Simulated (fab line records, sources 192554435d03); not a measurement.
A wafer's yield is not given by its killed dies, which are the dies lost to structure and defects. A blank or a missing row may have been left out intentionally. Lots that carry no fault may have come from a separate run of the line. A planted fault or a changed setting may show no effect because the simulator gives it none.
What tool caused it?	flow n5Finfet	route of 1938 steps, sampled at 1 step: 10 lots, 30 wafers

## WHAT THE GAUGES READ, wafer by wafer
N5_SDB_INSPECT_13: inspects for defects (brightfield).
lot	measured	on	rawDefectCount
L178	day 3 18:15	defectInspect-01	31 59 85
L179	day 4 04:11	defectInspect-02	31 32 59
L180	day 4 06:37	defectInspect-01	149 213 266
L181	day 4 15:54	defectInspect-01	71 47 44
L183	day 5 01:14	defectInspect-02	84 82 78
L185	day 5 11:13	defectInspect-01	64 44 63
L186	day 5 18:22	defectInspect-01	92 69 78
L193	day 7 15:01	defectInspect-02	119 129 121
L195	day 7 23:43	defectInspect-01	142 104 87
L196	day 8 07:02	defectInspect-01	81 96 179

## WHAT TOOL EACH LOT RAN ON (gives the tool, then ch and the chambers of the sampled wafers, and finally the start)
Record: no process step prior to these readings.

## THE ANSWER, worked out from the rows above alone
Rule: the lots themselves supply what counts as usual. Put in order of their means at a reading, lots are off if they are a third of the lots or fewer, leave a main group of 4 or more, and stand apart from it by a gap of 3 or more times the standard deviation of the main group's means; of several such gaps the widest counts. Not used: any main group whose means are identical at the precision the tables above print for the reading. A lot without any number at a reading at which 4 lots or more have one is off too. All remaining lots with rows at the step are treated as sound.
None of the lots is off at any reading shown; this tells nothing.

## WHAT HAD BEEN PUT IN BY THE SIMULATOR
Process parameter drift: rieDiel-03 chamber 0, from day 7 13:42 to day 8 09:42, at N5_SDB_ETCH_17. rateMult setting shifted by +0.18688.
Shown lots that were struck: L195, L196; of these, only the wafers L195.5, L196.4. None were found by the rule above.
